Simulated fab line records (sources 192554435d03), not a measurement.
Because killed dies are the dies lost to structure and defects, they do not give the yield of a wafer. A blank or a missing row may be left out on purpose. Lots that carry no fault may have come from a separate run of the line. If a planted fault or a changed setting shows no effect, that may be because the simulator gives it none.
fab line records	flow n5Finfet
[record] lots = 24	wafers = 72	lastDay = 17
route steps=1938 shown ZERO_LAYER@17 PMOS_HMC_CHANNEL_EPI@66 FIN_SAQP@97 FIN_CUT@176
lots that met no fault: from a run of the same line without faults
startH: hours from the record's first day to the start of the lot's first wafer shown	waitH: how many hours have passed since the lot's step before this one	" identical to the entry in the row above	L1.1+2: a row that stands for several wafers	- no value present, or no start provided	* or withheld: withheld	< > ~ a bound
route shown NAME@n: a module of which the file shows steps, and the number in the route of the first	usual: mean/standard deviation of fault-free wafers	same: alike in all rows	chamber/n: place in a boat	sites: per-site readings	_std_site: standard deviation of those values	_edge_site: mean of outer sites minus mean of inner sites	radiusMm: how far each site lies from the wafer's centre	mask NAME#n: copy n	behind: the tool/chamber that last shaped the wafer	hold: cause of the lot's hold/its duration in hours/its outcome	device: whichever transistor did not switch (one of n, p or np)	end of line: the same wafers' tests at the end of the route	for a step that has no rows: nothing shown but its recipe	killed: count of dies lost to structure and defects at first sort (not the wafer's yield)	map: the dies of a wafer, with x for killed, . for not killed, _ for no die there
set.NAME: the run value of the setting; set.NAME@STEP: its run value at that earlier step	model.NAME: the simulator's own value behind a step, which no gauge read
route steps across a sampled set of lots; one table per step, one row per wafer
services: the hour from which a tool's chamber was out of use, counted from the record's first day as startH (under 0 if before that day), plus the number of hours and why
[[steps]]
[step N5_ZERO_LAYER_STRIP_24]
[recipe] chemistry = O2	powerW = 1000	tempC = 250	overashFraction = 0.3	pressureMtorr = 1000	o2FlowSccm = 6750
[usual] drypumpMotorCurrentA = 5.4/0.4	heaterPowerW = 315/11	oesProductAu = 0.647/0.0048	stripTimeToEndpointS = 43.86/0.085
lot.wafer	tool	chamber	startH	waitH	drypumpMotorCurrentA	heaterPowerW	oesProductAu	rfHoursCounterH	stripTimeToEndpointS
L074.3	plasmaAsher-02	0	13.04	0.1	5.1	337	0.643	-	43.87
L074.4	"	1	"	"	5.8	310	0.656	-	43.84
L074.5	"	0	"	"	5.1	326	0.645	-	43.77
L075.2	plasmaAsher-01	0	18.95	0.1	5.8	314	0.643	27	43.82
L075.4	"	1	"	"	4.9	302	0.649	-	43.88
L075.6	"	1	"	"	4.9	308	0.649	-	43.84
L076.2	plasmaAsher-01	0	25.04	0.1	5.8	304	0.649	28	43.81
L076.5	"	0	"	"	5.8	312	0.652	-	43.92
L076.6	"	1	"	"	4.9	305	0.644	-	43.98
L077.1	plasmaAsher-02	0	31.11	0.1	5.1	333	0.650	81	43.95
L077.2	"	1	"	"	5.7	321	0.645	81	43.82
L077.5	"	0	"	"	5.1	338	0.646	-	43.99
L078.1	plasmaAsher-02	0	36.89	0.1	5.1	332	0.653	81	43.83
L078.2	"	1	"	"	5.7	317	0.645	81	43.84
L078.6	"	1	"	"	5.8	312	0.646	-	43.78
L079.1	plasmaAsher-02	0	42.91	0.1	5.1	329	0.643	83	43.83
L079.4	"	1	"	"	5.7	306	0.652	-	43.85
L079.5	"	1	"	"	5.8	313	0.652	-	43.90
L080.1	plasmaAsher-01	0	49.02	0.1	5.8	306	0.653	34	43.75
L080.3	"	1	"	"	4.9	314	0.649	-	43.89
L080.5	"	0	"	"	5.8	313	0.658	-	43.86
L081.2	plasmaAsher-01	1	55.08	0.1	4.9	305	0.649	36	43.82
L081.4	"	0	"	"	5.8	308	0.645	-	43.75
L081.6	"	0	"	"	5.8	304	0.643	-	43.78
L082.1	plasmaAsher-01	0	61.12	0.1	5.8	314	0.647	37	43.77
L082.2	"	1	"	"	4.9	314	0.648	37	43.83
L082.6	"	0	"	"	5.8	310	0.649	-	43.85
L083.3	plasmaAsher-01	1	67.63	0.4	4.9	307	0.652	-	43.96
L083.5	"	0	"	"	5.8	314	0.648	-	44.02
L083.6	"	1	"	"	4.9	310	0.653	-	43.94
L084.2	plasmaAsher-02	0	73.02	0.1	5.1	343	0.650	88	43.87
L084.3	"	1	"	"	5.8	324	0.641	-	43.82
L084.6	"	1	"	"	5.7	314	0.652	-	43.86
L085.1	plasmaAsher-02	1	79.06	0.1	5.8	313	0.648	89	43.62
L085.3	"	0	"	"	5.1	333	0.646	-	43.82
L085.6	"	0	"	"	5.1	334	0.641	-	43.87
L086.1	plasmaAsher-02	0	85.03	0.1	5.1	327	0.641	90	43.87
L086.2	"	1	"	"	5.7	319	0.645	90	44.07
L086.5	"	0	"	"	5.1	324	0.645	-	43.91
L087.1	plasmaAsher-02	1	91.04	0.1	5.8	311	0.648	92	43.68
L087.4	"	1	"	"	5.9	315	0.659	-	43.79
L087.6	"	0	"	"	5.1	335	0.650	-	43.90
L088.1	plasmaAsher-02	0	97.02	0.1	5.1	326	0.651	93	43.92
L088.3	"	1	"	"	5.8	313	0.646	-	43.88
L088.6	"	1	"	"	5.8	306	0.653	-	43.89
L089.2	plasmaAsher-01	0	103.10	0.1	5.8	317	0.652	44	43.76
L089.5	"	1	"	"	4.9	315	0.651	-	43.83
L089.6	"	0	"	"	5.8	314	0.648	-	43.72
L090.2	plasmaAsher-01	1	109.02	0.1	4.9	311	0.652	46	43.96
L090.5	"	0	"	"	5.8	303	0.643	-	44.02
L090.6	"	1	"	"	4.9	313	0.645	-	43.95
L091.4	plasmaAsher-01	1	115.45	0.1	4.9	306	0.658	-	43.86
L091.5	"	0	"	"	5.8	303	0.648	-	43.80
L091.6	"	1	"	"	4.9	305	0.660	-	43.81
L092.2	plasmaAsher-01	1	121.08	0.1	4.9	309	0.646	48	43.77
L092.3	"	1	"	"	4.9	304	0.652	-	43.77
L092.5	"	1	"	"	4.9	317	0.642	-	43.82
L093.3	plasmaAsher-02	1	127.04	0.1	5.8	317	0.647	-	43.83
L093.5	"	0	"	"	5.1	329	0.650	-	43.85
L093.6	"	1	"	"	5.8	312	0.643	-	43.79
L094.1	plasmaAsher-01	1	133.28	0.1	4.9	308	0.639	49	43.98
L094.3	"	0	"	"	5.8	314	0.644	-	44.01
L094.5	"	1	"	"	4.9	308	0.657	-	44.03
L095.3	plasmaAsher-01	1	139.00	0.1	4.9	305	0.651	-	43.92
L095.4	"	0	"	"	5.8	304	0.645	-	43.79
L095.5	"	0	"	"	5.8	301	0.646	-	43.87
L096.3	plasmaAsher-02	1	145.06	0.1	5.8	317	0.650	-	43.89
L096.5	"	1	"	"	5.7	313	0.643	-	43.95
L096.6	"	0	"	"	5.1	337	0.636	-	44.00
L097.1	plasmaAsher-01	1	151.08	0.1	4.9	310	0.648	53	43.83
L097.2	"	0	"	"	5.8	311	0.650	53	43.83
L097.6	"	1	"	"	4.9	310	0.633	-	43.92
[step N5_PMOS_HMC_CHANNEL_EPI_OVL_MEAS_10]
[recipe] pointsPerWafer = 44
[usual] PMOS_HMC_BLK_OVL = -0.2/0.68
[same] pointsPerWafer = 44
lot.wafer	tool	chamber	startH	waitH	PMOS_HMC_BLK_OVL[nm]
L074.3	overlay-02	0	18.02	0.0	0.3
L074.4	"	0	"	"	-0.4
L074.5	"	0	"	"	0.6
L075.2	overlay-01	0	23.05	0.0	-0.9
L075.4	"	0	"	"	-0.5
L075.6	"	0	"	"	-0.3
L076.2	overlay-01	0	29.23	0.0	0.6
L076.5	"	0	"	"	-0.4
L076.6	"	0	"	"	0.2
L077.1	overlay-01	0	35.09	0.0	0.0
L077.2	"	0	"	"	-1.2
L077.5	"	0	"	"	-0.3
L078.1	overlay-02	0	41.02	0.0	-1.0
L078.2	"	0	"	"	1.0
L078.6	"	0	"	"	-1.1
L079.1	overlay-02	0	47.09	0.0	-0.8
L079.4	"	0	"	"	0.1
L079.5	"	0	"	"	-0.5
L080.1	overlay-01	0	53.27	0.0	-1.2
L080.3	"	0	"	"	0.2
L080.5	"	0	"	"	-1.1
L081.2	overlay-01	0	59.45	0.0	-1.2
L081.4	"	0	"	"	-0.7
L081.6	"	0	"	"	-0.1
L082.1	overlay-02	0	66.51	0.0	-0.6
L082.2	"	0	"	"	-1.2
L082.6	"	0	"	"	0.1
L083.3	overlay-01	0	72.17	0.0	-0.4
L083.5	"	0	"	"	1.1
L083.6	"	0	"	"	-0.3
L084.2	overlay-01	0	77.35	0.0	-0.5
L084.3	"	0	"	"	0.2
L084.6	"	0	"	"	0.2
L085.1	overlay-02	0	83.10	0.0	-0.5
L085.3	"	0	"	"	0.5
L085.6	"	0	"	"	-1.1
L086.1	overlay-02	0	89.49	0.0	0.6
L086.2	"	0	"	"	-0.2
L086.5	"	0	"	"	0.7
L087.1	overlay-01	0	96.02	0.0	-0.6
L087.4	"	0	"	"	0.1
L087.6	"	0	"	"	-1.7
L088.1	overlay-02	0	101.14	0.0	-0.4
L088.3	"	0	"	"	0.1
L088.6	"	0	"	"	0.4
L089.2	overlay-01	0	108.52	0.0	-0.8
L089.5	"	0	"	"	-1.7
L089.6	"	0	"	"	-0.5
L090.2	overlay-01	0	113.11	0.0	-0.4
L090.5	"	0	"	"	0.1
L090.6	"	0	"	"	0.2
L091.4	overlay-01	0	121.07	0.0	-0.2
L091.5	"	0	"	"	0.6
L091.6	"	0	"	"	-0.1
L092.2	overlay-01	0	127.63	0.0	-0.5
L092.3	"	0	"	"	-0.7
L092.5	"	0	"	"	0.2
L093.3	overlay-01	0	132.72	0.0	0.0
L093.5	"	0	"	"	-1.4
L093.6	"	0	"	"	0.2
L094.1	overlay-02	0	137.60	0.0	0.6
L094.3	"	0	"	"	0.7
L094.5	"	0	"	"	1.1
L095.3	overlay-01	0	143.00	0.0	-0.7
L095.4	"	0	"	"	-0.6
L095.5	"	0	"	"	-0.6
L096.3	overlay-01	0	149.93	0.0	-0.9
L096.5	"	0	"	"	-0.3
L096.6	"	0	"	"	-1.2
L097.1	overlay-02	0	155.53	0.0	-1.2
L097.2	"	0	"	"	-1.0
L097.6	"	0	"	"	0.0
[step N5_PMOS_HMC_CHANNEL_EPI_CMP_21]
[recipe] material = SiGe30	postCmpClean = alkalineBrush	targetThkNm = 54
[usual] motorCurrentA = 12.3/0.95	slurryFilterDpKPa = 13.51/0.14
lot.wafer	tool	chamber	startH	waitH	motorCurrentA	slurryFilterDpKPa
L074.3	cmp-02	1	20.08	0.1	13.1	13.56
L074.4	"	3	"	"	11.8	13.64
L074.5	"	0	"	"	12.4	13.48
L075.2	cmp-02	3	25.76	0.0	12.3	13.77
L075.4	"	0	"	"	12.6	13.58
L075.6	"	3	"	"	12.2	13.46
L076.2	cmp-02	0	31.76	0.1	13.4	13.31
L076.5	"	3	"	"	11.6	13.25
L076.6	"	0	"	"	11.7	13.54
L077.1	cmp-01	2	37.15	0.1	10.6	13.69
L077.2	"	3	"	"	11.9	13.65
L077.5	"	2	"	"	10.1	13.46
L078.1	cmp-02	1	43.58	0.0	13.3	13.33
L078.2	"	0	"	"	12.7	13.65
L078.6	"	2	"	"	12.9	13.65
L079.4	cmp-02	2	49.13	0.0	12.6	13.42
L079.1	"	1	"	"	12.9	13.37
L079.5	"	3	"	"	12.6	13.47
L080.1	cmp-01	2	55.44	0.1	10.2	13.42
L080.3	"	3	"	"	11.8	13.65
L080.5	"	0	"	"	11.5	13.65
L081.2	cmp-01	3	61.95	0.1	12.2	13.72
L081.4	"	1	"	"	13.8	13.61
L081.6	"	3	"	"	11.9	13.49
L082.2	cmp-01	2	69.14	0.1	10.3	13.77
L082.1	"	3	"	"	11.8	13.66
L082.6	"	0	"	"	11.8	13.65
L083.3	cmp-02	2	74.32	0.1	12.4	13.28
L083.6	"	3	"	"	12.1	13.35
L083.5	"	0	"	"	11.5	13.54
L084.3	cmp-01	2	79.71	0.1	10.5	13.65
L084.2	"	3	"	"	11.7	13.33
L084.6	"	2	"	"	10.5	13.33
L085.1	cmp-04	2	85.13	0.0	12.6	13.19
L085.3	"	1	"	"	13.1	13.37
L085.6	"	3	"	"	11.7	13.54
L086.1	cmp-02	3	92.17	0.0	12.4	13.55
L086.2	"	0	"	"	12.2	13.46
L086.5	"	3	"	"	12.1	13.50
L087.1	cmp-04	2	98.08	0.1	13.2	13.46
L087.4	"	3	"	"	11.4	13.35
L087.6	"	1	"	"	12.5	13.33
L088.3	cmp-02	2	103.33	0.0	12.9	13.52
L088.1	"	0	"	"	13.2	13.37
L088.6	"	2	"	"	12.1	13.51
L089.2	cmp-01	0	111.10	0.1	11.8	13.89
L089.5	"	0	"	"	11.9	13.64
L089.6	"	1	"	"	14.5	13.31
L090.2	cmp-04	0	115.20	0.1	12.2	13.53
L090.5	"	2	"	"	12.7	13.41
L090.6	"	3	"	"	11.5	13.41
L091.4	cmp-04	1	123.55	0.1	12.3	13.44
L091.6	"	0	"	"	11.9	13.56
L091.5	"	1	"	"	12.8	13.50
L092.2	cmp-01	0	130.09	0.1	12.4	13.86
L092.3	"	1	"	"	13.8	13.60
L092.5	"	0	"	"	11.8	13.54
L093.3	cmp-02	3	135.09	0.1	12.2	13.51
L093.6	"	2	"	"	12.2	13.40
L093.5	"	3	"	"	11.8	13.65
L094.3	cmp-04	0	139.61	0.0	12.5	13.61
L094.1	"	2	"	"	13.0	13.36
L094.5	"	0	"	"	11.4	13.57
L095.4	cmp-01	2	145.05	0.1	10.6	13.46
L095.3	"	3	"	"	11.9	13.55
L095.5	"	2	"	"	10.3	13.54
L096.3	cmp-04	3	152.41	0.1	11.5	13.71
L096.5	"	2	"	"	12.6	13.40
L096.6	"	3	"	"	11.4	13.43
L097.2	cmp-02	3	157.56	0.0	11.9	13.47
L097.1	"	2	"	"	12.2	13.54
L097.6	"	3	"	"	12.0	13.57
[step N5_FIN_SAQP_THK_MEAS_05]
[usual] thkNm = 38.0/0.56
lot.wafer	tool	chamber	startH	waitH	thkNm
L074.3	filmMetro-01	-	21.69	0.1	39.1
L074.4	"	-	"	"	38.5
L074.5	"	-	"	"	38.9
L075.2	filmMetro-02	-	27.24	0.1	37.7
L075.4	"	-	"	"	38.5
L075.6	"	-	"	"	37.9
L076.2	filmMetro-02	-	33.30	0.1	38.5
L076.5	"	-	"	"	37.3
L076.6	"	-	"	"	39.5
L077.1	filmMetro-01	-	39.58	0.1	37.7
L077.2	"	-	"	"	36.6
L077.5	"	-	"	"	38.3
L078.1	filmMetro-02	-	45.09	0.1	37.5
L078.2	"	-	"	"	37.0
L078.6	"	-	"	"	37.7
L079.1	filmMetro-01	-	50.58	0.1	37.5
L079.4	"	-	"	"	37.6
L079.5	"	-	"	"	38.6
L080.1	filmMetro-01	-	56.77	0.1	38.0
L080.3	"	-	"	"	37.2
L080.5	"	-	"	"	37.4
L081.2	filmMetro-02	-	63.31	0.1	38.3
L081.4	"	-	"	"	38.4
L081.6	"	-	"	"	37.3
L082.1	filmMetro-02	-	70.53	0.1	36.9
L082.2	"	-	"	"	37.0
L082.6	"	-	"	"	37.5
L083.3	filmMetro-02	-	75.76	0.1	37.4
L083.5	"	-	"	"	38.0
L083.6	"	-	"	"	38.0
L084.2	filmMetro-01	-	81.07	0.1	37.5
L084.3	"	-	"	"	37.3
L084.6	"	-	"	"	37.7
L085.1	filmMetro-01	-	86.87	0.1	37.6
L085.3	"	-	"	"	37.9
L085.6	"	-	"	"	37.8
L086.1	filmMetro-02	-	93.92	0.1	38.3
L086.2	"	-	"	"	38.0
L086.5	"	-	"	"	38.5
L087.1	filmMetro-01	-	100.21	0.1	38.2
L087.4	"	-	"	"	38.8
L087.6	"	-	"	"	37.7
L088.1	filmMetro-01	-	104.75	0.1	37.5
L088.3	"	-	"	"	36.5
L088.6	"	-	"	"	38.0
L089.2	filmMetro-01	-	112.87	0.1	38.3
L089.5	"	-	"	"	38.0
L089.6	"	-	"	"	38.3
L090.2	filmMetro-01	-	116.57	0.1	37.9
L090.5	"	-	"	"	38.2
L090.6	"	-	"	"	37.5
L091.4	filmMetro-02	-	125.01	0.0	37.9
L091.5	"	-	"	"	37.8
L091.6	"	-	"	"	39.1
L092.2	filmMetro-01	-	131.46	0.1	38.3
L092.3	"	-	"	"	37.3
L092.5	"	-	"	"	38.1
L093.3	filmMetro-02	-	136.50	0.1	38.1
L093.5	"	-	"	"	38.5
L093.6	"	-	"	"	39.0
L094.1	filmMetro-02	-	141.67	0.1	37.5
L094.3	"	-	"	"	38.3
L094.5	"	-	"	"	38.5
L095.3	filmMetro-01	-	146.88	0.1	38.0
L095.4	"	-	"	"	38.4
L095.5	"	-	"	"	38.1
L096.3	filmMetro-01	-	153.81	0.1	37.7
L096.5	"	-	"	"	38.3
L096.6	"	-	"	"	38.3
L097.1	filmMetro-01	-	159.12	0.1	38.0
L097.2	"	-	"	"	38.2
L097.6	"	-	"	"	38.1
[step N5_FIN_SAQP_INSPECT_18]
[recipe] mode = adi	inspectInstrument = brightfield
[usual] rawDefectCount = 386/100
lot.wafer	tool	chamber	startH	waitH	rawDefectCount
L074.3	defectInspect-01	-	22.54	0.0	344
L074.4	"	-	"	"	313
L074.5	"	-	"	"	336
L075.2	defectInspect-02	-	28.08	0.0	440
L075.4	"	-	"	"	408
L075.6	"	-	"	"	320
L076.2	defectInspect-02	-	34.08	0.0	303
L076.5	"	-	"	"	428
L076.6	"	-	"	"	307
L077.1	defectInspect-01	-	40.30	0.0	275
L077.2	"	-	"	"	260
L077.5	"	-	"	"	373
L078.1	defectInspect-02	-	45.84	0.0	290
L078.2	"	-	"	"	393
L078.6	"	-	"	"	452
L079.1	defectInspect-02	-	51.33	0.0	375
L079.4	"	-	"	"	283
L079.5	"	-	"	"	302
L080.1	defectInspect-01	-	57.52	0.0	382
L080.3	"	-	"	"	378
L080.5	"	-	"	"	282
L081.2	defectInspect-02	-	63.94	0.0	365
L081.4	"	-	"	"	503
L081.6	"	-	"	"	379
L082.1	defectInspect-02	-	71.16	0.0	411
L082.2	"	-	"	"	419
L082.6	"	-	"	"	380
L083.3	defectInspect-01	-	76.39	0.0	541
L083.5	"	-	"	"	564
L083.6	"	-	"	"	508
L084.2	defectInspect-01	-	81.70	0.0	408
L084.3	"	-	"	"	671
L084.6	"	-	"	"	538
L085.1	defectInspect-02	-	87.63	0.0	360
L085.3	"	-	"	"	382
L085.6	"	-	"	"	274
L086.1	defectInspect-02	-	94.55	0.0	384
L086.2	"	-	"	"	360
L086.5	"	-	"	"	312
L087.1	defectInspect-02	-	101.03	0.0	392
L087.4	"	-	"	"	364
L087.6	"	-	"	"	392
L088.1	defectInspect-01	-	105.51	0.0	392
L088.3	"	-	"	"	237
L088.6	"	-	"	"	323
L089.2	defectInspect-02	-	113.65	0.0	262
L089.5	"	-	"	"	316
L089.6	"	-	"	"	346
L090.2	defectInspect-02	-	117.33	0.0	346
L090.5	"	-	"	"	373
L090.6	"	-	"	"	398
L091.4	defectInspect-01	-	125.77	0.0	345
L091.5	"	-	"	"	308
L091.6	"	-	"	"	407
L092.2	defectInspect-02	-	132.22	0.0	208
L092.3	"	-	"	"	341
L092.5	"	-	"	"	273
L093.3	defectInspect-02	-	137.25	0.0	366
L093.5	"	-	"	"	345
L093.6	"	-	"	"	422
L094.1	defectInspect-02	-	142.42	0.0	342
L094.3	"	-	"	"	353
L094.5	"	-	"	"	410
L095.3	defectInspect-02	-	147.64	0.0	340
L095.4	"	-	"	"	518
L095.5	"	-	"	"	365
L096.3	defectInspect-01	-	154.57	0.0	368
L096.5	"	-	"	"	342
L096.6	"	-	"	"	277
L097.1	defectInspect-02	-	159.87	0.0	365
L097.2	"	-	"	"	330
L097.6	"	-	"	"	278
[step N5_FIN_CUT_CUT_ETCH_15]
[recipe] chemistry = HBr/Cl2/O2	target = Si	targetDepthA = 1000	btTimeS = 10	maskMaterial = SOC	timeS = 42.4	ionEnergyEv = *	biasW = *	pressureMtorr = 10	icpW = 800	HBr_flow_sccm = 150	Cl2_flow_sccm = 80	O2_flow_sccm = 12
[usual] HBr_flow_sccm = 150.1/0.41	drypumpMotorCurrentA = 5.7/0.4	oesProductAu = 0.993/0.017	throttleValvePct = 37.2/0.46
lot.wafer	tool	chamber	startH	waitH	HBr_flow_sccm	drypumpMotorCurrentA	oesProductAu	rfHoursCounterH	throttleValvePct
L074.3	rieSi-02	2	28.36	0.0	149.7	5.6	0.962	126	37.1
L074.4	"	0	"	"	149.6	5.8	0.995	126	36.9
L074.5	"	3	"	"	150.0	5.2	1.003	-	38.0
L075.2	rieSi-02	1	33.52	0.1	150.1	6.0	0.974	18	37.1
L075.4	"	0	"	"	149.8	5.8	0.991	126	36.9
L075.6	"	3	"	"	150.8	5.2	1.006	-	38.0
L076.2	rieSi-06	3	40.43	0.1	149.5	6.6	0.998	156	37.6
L076.5	"	3	"	"	150.3	6.5	1.005	-	37.6
L076.6	"	2	"	"	150.2	5.6	0.989	-	36.9
L077.1	rieSi-06	2	45.67	0.1	149.4	5.6	0.986	43	37.0
L077.2	"	0	"	"	150.5	4.9	1.025	184	36.8
L077.5	"	2	"	"	149.6	5.6	0.982	-	37.0
L078.1	rieSi-06	2	51.35	0.1	150.4	5.6	0.990	43	36.9
L078.2	"	3	"	"	150.4	6.5	1.004	156	37.6
L078.6	"	1	"	"	149.9	5.4	1.014	-	37.3
L079.1	rieSi-05	3	56.81	0.1	150.2	6.2	1.002	148	37.8
L079.4	"	2	"	"	150.2	5.9	0.992	57	36.2
L079.5	"	2	"	"	150.6	5.9	0.996	-	36.3
L080.1	rieSi-02	1	62.92	0.1	149.6	6.0	0.972	19	37.1
L080.3	"	3	"	"	150.7	5.2	1.004	76	38.0
L080.5	"	3	"	"	150.5	5.2	1.008	-	38.0
L081.2	rieSi-02	2	69.66	0.1	150.3	5.7	0.970	127	37.1
L081.4	"	0	"	"	150.0	5.8	0.994	127	36.9
L081.6	"	3	"	"	150.0	5.2	0.998	-	38.0
L082.1	rieSi-05	3	77.92	0.1	150.2	6.2	1.005	149	37.8
L082.2	"	2	"	"	150.7	5.9	1.007	57	36.2
L082.6	"	2	"	"	150.7	5.9	0.997	-	36.3
L083.3	rieSi-02	2	82.01	0.0	149.6	5.7	0.972	127	37.1
L083.5	"	0	"	"	150.8	5.8	0.989	-	36.9
L083.6	"	1	"	"	149.9	6.0	0.958	-	37.1
L084.2	rieSi-02	0	88.29	0.1	149.9	5.8	1.001	128	36.9
L084.3	"	3	"	"	149.9	5.1	1.002	77	37.9
L084.6	"	1	"	"	150.0	6.1	0.970	-	37.2
L085.1	rieSi-02	0	93.88	0.1	150.0	5.8	0.998	128	36.9
L085.3	"	1	"	"	150.6	6.1	0.962	19	37.1
L085.6	"	3	"	"	150.3	5.2	1.005	-	38.0
L086.1	rieSi-06	3	102.21	0.1	149.4	6.6	1.006	157	37.6
L086.2	"	0	"	"	149.3	4.9	1.023	185	36.8
L086.5	"	3	"	"	150.2	6.6	1.003	-	37.6
L087.1	rieSi-05	2	107.74	0.1	150.3	5.9	1.010	58	36.2
L087.4	"	1	"	"	150.0	5.5	1.016	153	37.5
L087.6	"	1	"	"	150.1	5.5	1.014	-	37.4
L088.1	rieSi-02	2	111.70	0.1	150.6	5.6	0.972	127	37.1
L088.3	"	1	"	"	150.3	6.0	0.969	20	37.2
L088.6	"	1	"	"	150.8	6.1	0.963	-	37.2
L089.2	rieSi-02	1	119.12	0.1	150.0	6.0	0.972	20	37.1
L089.5	"	3	"	"	150.8	5.2	1.000	-	38.0
L089.6	"	2	"	"	149.5	5.7	0.971	-	37.1
L090.2	rieSi-02	2	124.23	0.1	150.1	5.7	0.970	128	37.1
L090.5	"	2	"	"	149.6	5.7	0.968	-	37.1
L090.6	"	1	"	"	150.5	6.0	0.971	-	37.2
L091.4	rieSi-02	1	132.35	0.0	149.5	6.0	0.965	20	37.2
L091.5	"	1	"	"	149.9	6.1	0.976	-	37.2
L091.6	"	0	"	"	149.9	5.8	1.006	-	37.0
L092.2	rieSi-02	1	137.46	0.1	149.9	6.1	0.974	20	37.2
L092.3	"	2	"	"	150.6	5.7	0.973	128	37.1
L092.5	"	3	"	"	150.8	5.2	1.007	-	38.0
L093.3	rieSi-05	1	143.03	0.0	150.0	5.5	1.013	154	37.4
L093.5	"	1	"	"	149.8	5.5	1.020	-	37.4
L093.6	"	0	"	"	150.1	5.3	0.988	-	37.2
L094.1	rieSi-06	3	148.64	0.1	150.1	6.5	1.005	157	37.6
L094.3	"	1	"	"	150.2	5.4	1.013	31	37.3
L094.5	"	2	"	"	150.4	5.6	0.979	-	37.0
L095.3	rieSi-05	0	153.57	0.0	150.2	5.4	0.984	35	37.2
L095.4	"	3	"	"	150.6	6.2	0.999	150	37.8
L095.5	"	3	"	"	150.7	6.2	1.005	-	37.8
L096.3	rieSi-02	3	160.36	0.0	150.7	5.2	1.002	78	37.9
L096.5	"	3	"	"	150.6	5.2	1.004	-	38.0
L096.6	"	0	"	"	150.7	5.8	1.004	-	36.9
L097.1	rieSi-05	2	165.45	0.1	149.9	5.9	1.001	59	36.3
L097.2	"	1	"	"	149.6	5.5	1.004	154	37.4
L097.6	"	3	"	"	151.5	6.2	1.004	-	37.8
[[services]]
tool	chamber	startH	hours	kind
plasmaAsher-02	-	-9.16	6.6	repair
cmp-01	-	-4.92	1.4	repair
rieSi-06	3	-0.65	8.4	repair
cmp-02	-	0.55	4.0	pm
cmp-02	-	4.55	-	consumableReplace:conditioner
cmp-02	-	4.55	-	consumableReplace:pad
plasmaAsher-02	-	7.03	0.6	repair
plasmaAsher-02	-	20.83	6.0	repair
cmp-01	-	30.41	4.0	pm
cmp-01	-	34.41	-	consumableReplace:conditioner
cmp-01	-	34.41	-	consumableReplace:pad
cmp-01	-	34.44	0.5	repair
rieSi-05	-	38.59	4.3	pm
cmp-04	-	38.74	3.1	repair
cmp-04	-	45.22	5.4	repair
plasmaAsher-02	-	47.60	4.3	pm
cmp-02	-	52.29	0.9	repair
rieSi-06	-	61.08	2.8	pm
cmp-02	-	65.60	2.1	repair
cmp-02	-	68.38	4.7	pm
cmp-01	-	84.84	16.2	pm
plasmaAsher-01	-	96.63	1.2	repair
cmp-04	-	126.13	0.8	repair
cmp-04	-	133.17	4.0	pm
[[key]]
fault none
